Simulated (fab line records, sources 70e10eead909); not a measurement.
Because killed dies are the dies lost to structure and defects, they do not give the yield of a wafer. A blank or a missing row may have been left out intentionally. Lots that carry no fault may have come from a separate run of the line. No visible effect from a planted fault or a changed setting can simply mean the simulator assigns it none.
Struck lot and sound lot, side by side :: flow nandHarc :: 42 steps out of a route of 1159
Sound: the wafers L157.1, L157.5, L157.6. Struck: wafers L174.2, L174.5. (L174.3 of the same lot was not struck and is left out.) The cause comes at the end.
Each step with rows lists, per side, the tool, then ch with its chambers, then its first start. Under that, the readings that differ: sound wafers :: struck wafers :: difference of the means :: sigmas: that difference in standard deviations of wafers without a fault.
alike: a reading whose means differ by less than 2 such deviations, as well as words and numbers matching on both sides. not compared: withheld readings; readings where some wafer has no value; bounds like >300 that might hide an equal value; numbers whose values overlap and for which the record gives no deviation.
Wherever a step has rows on one side only, a row that says differs or no value, or a row with sigmas, the two part there. When numbers do not overlap yet have no deviation, they are printed without sigmas and do not part them. Lack of a reading on every wafer of one side parts them only where that side has two or more wafers.

NHARC_P_GATE_STRIP_101: strips in O2, time 20 s.
  sound on rieDiel-01 ch 0,3, day 6 01:08; struck on rieDiel-08 ch 0, day 10 06:38
  alike: drypumpMotorCurrentA, oesProductAu, rfVppV, showerheadPlenumPTorr, throttleValvePct
  not compared: rfHoursCounterH
then, 11 steps without rows for these wafers: NHARC_P_GATE_PRECLEAN_97 (cleans in SPM, time 600 s); NHARC_P_GATE_SRD_98; NHARC_P_GATE_PRECLEAN_99 (cleans in SC1); NHARC_P_GATE_SRD_100; NHARC_P_GATE_DEHYDRATE_38 (time 120 s); NHARC_P_GATE_HMDS_39 (time 30 s); NHARC_P_GATE_COAT_40; NHARC_P_GATE_SOFTBAKE_41 (time 95 s); NHARC_P_GATE_EBR_42; NHARC_P_GATE_EXPOSE_43 (exposes mask P NSD, target cd 720 nm); NHARC_P_GATE_PEB_44 (peb time 85 s).
NHARC_P_GATE_DEVELOP_45: time 70 s.
  sound on lithoTrack-05 ch 0, day 6 01:00; struck on lithoTrack-03 ch 0, day 10 07:00
  alike: exhaustPa
then, 1 step without rows for these wafers: NHARC_P_GATE_HARDBAKE_47 (time 80 s).
NHARC_P_GATE_DESCUM_48: chemistry O2, time 3 s.
  sound on rieDiel-07 ch 0,2,3, day 6 02:14; struck on rieDiel-08 ch 0,3, day 10 07:38
reading: model.P_GATE.cdNm (nm)
sound: 720.6 718.6 720.7
struck: 122.3 120.2
difference: -598.7
sigmas: 
  alike: drypumpMotorCurrentA, oesProductAu, rfVppV, showerheadPlenumPTorr, throttleValvePct
  not compared: rfHoursCounterH
after that, 1 step had no rows for these wafers: NHARC_P_GATE_IMPLANT_49.
NHARC_P_GATE_STRIP_111: strips in N2/H2, time 250 s.
  sound on plasmaAsher-01 ch 0,1, day 6 02:35; struck on plasmaAsher-01 ch 1, day 10 08:01
  alike: drypumpMotorCurrentA, heaterPowerW
  not compared: rfHoursCounterH
NHARC_P_GATE_STRIP_75: strips in O2.
  sound on plasmaAsher-01 ch 0,1, day 6 02:53; struck on plasmaAsher-01 ch 1, day 10 08:17
  alike: drypumpMotorCurrentA, heaterPowerW
  not compared: rfHoursCounterH
then, 10 steps without rows for these wafers: NHARC_P_GATE_STRIP_50 (strips in SPM, time 900 s); NHARC_P_GATE_DEHYDRATE_51 (time 120 s); NHARC_P_GATE_HMDS_52 (time 30 s); NHARC_P_GATE_COAT_53; NHARC_P_GATE_SOFTBAKE_54 (time 95 s); NHARC_P_GATE_EBR_55; NHARC_P_GATE_EXPOSE_56 (exposes mask P PSD, target cd 720 nm); NHARC_P_GATE_PEB_57 (peb time 85 s); NHARC_P_GATE_DEVELOP_58 (time 70 s); NHARC_P_GATE_HARDBAKE_60 (time 80 s).
NHARC_P_GATE_DESCUM_61: chemistry O2, time 3 s.
  sound on rieDiel-08 ch 0,2,3, day 6 04:01; struck on rieDiel-07 ch 1,2, day 10 09:14
  alike: drypumpMotorCurrentA, oesProductAu, rfVppV, showerheadPlenumPTorr, throttleValvePct
  not compared: rfHoursCounterH
after that, 1 step had no rows for these wafers: NHARC_P_GATE_IMPLANT_62.
NHARC_P_GATE_STRIP_112: strips in N2/H2, time 200 s.
  sound on plasmaAsher-01 ch 0,1, day 6 04:23; struck on plasmaAsher-01 ch 0, day 10 09:36
  alike: drypumpMotorCurrentA, heaterPowerW
  not compared: rfHoursCounterH
then, 9 steps without rows for these wafers: NHARC_P_GATE_STRIP_76 (strips in O2); NHARC_P_GATE_STRIP_63 (strips in SPM, time 900 s); NHARC_P_GATE_DEHYDRATE_83 (time 120 s); NHARC_P_GATE_HMDS_84 (time 30 s); NHARC_P_GATE_COAT_85; NHARC_P_GATE_SOFTBAKE_86 (time 95 s); NHARC_P_GATE_EBR_87; NHARC_P_GATE_EXPOSE_88 (exposes mask P HVN, target cd 2000 nm); NHARC_P_GATE_PEB_89 (peb time 85 s).
NHARC_P_GATE_DESCUM_93: chemistry O2, time 3 s.
  sound on rieDiel-07 ch 0,2, day 6 05:44; struck on rieDiel-07 ch 0,2, day 10 10:58
reading: model.P_GATE.cdNm (nm)
sound: 2003 1999 1998
struck: 122.3 120.2
difference: -1878.8
sigmas: 
  alike: drypumpMotorCurrentA, oesProductAu, rfVppV, showerheadPlenumPTorr, throttleValvePct
  not compared: rfHoursCounterH
-- jump in the record: it breaks off in module P_GATE and resumes in module END (first step shown: number 1159 of the route), and 14 days separate the struck wafers' starts before and after --
NHARC_END_SORT_01:
  the record has rows for the struck wafers here (prober-02 ch 0, day 24 15:56) and none for the sound ones

## WHERE THEY PART
Within this record, at NHARC_END_SORT_01 only.

WHY: what had been put in by the simulator
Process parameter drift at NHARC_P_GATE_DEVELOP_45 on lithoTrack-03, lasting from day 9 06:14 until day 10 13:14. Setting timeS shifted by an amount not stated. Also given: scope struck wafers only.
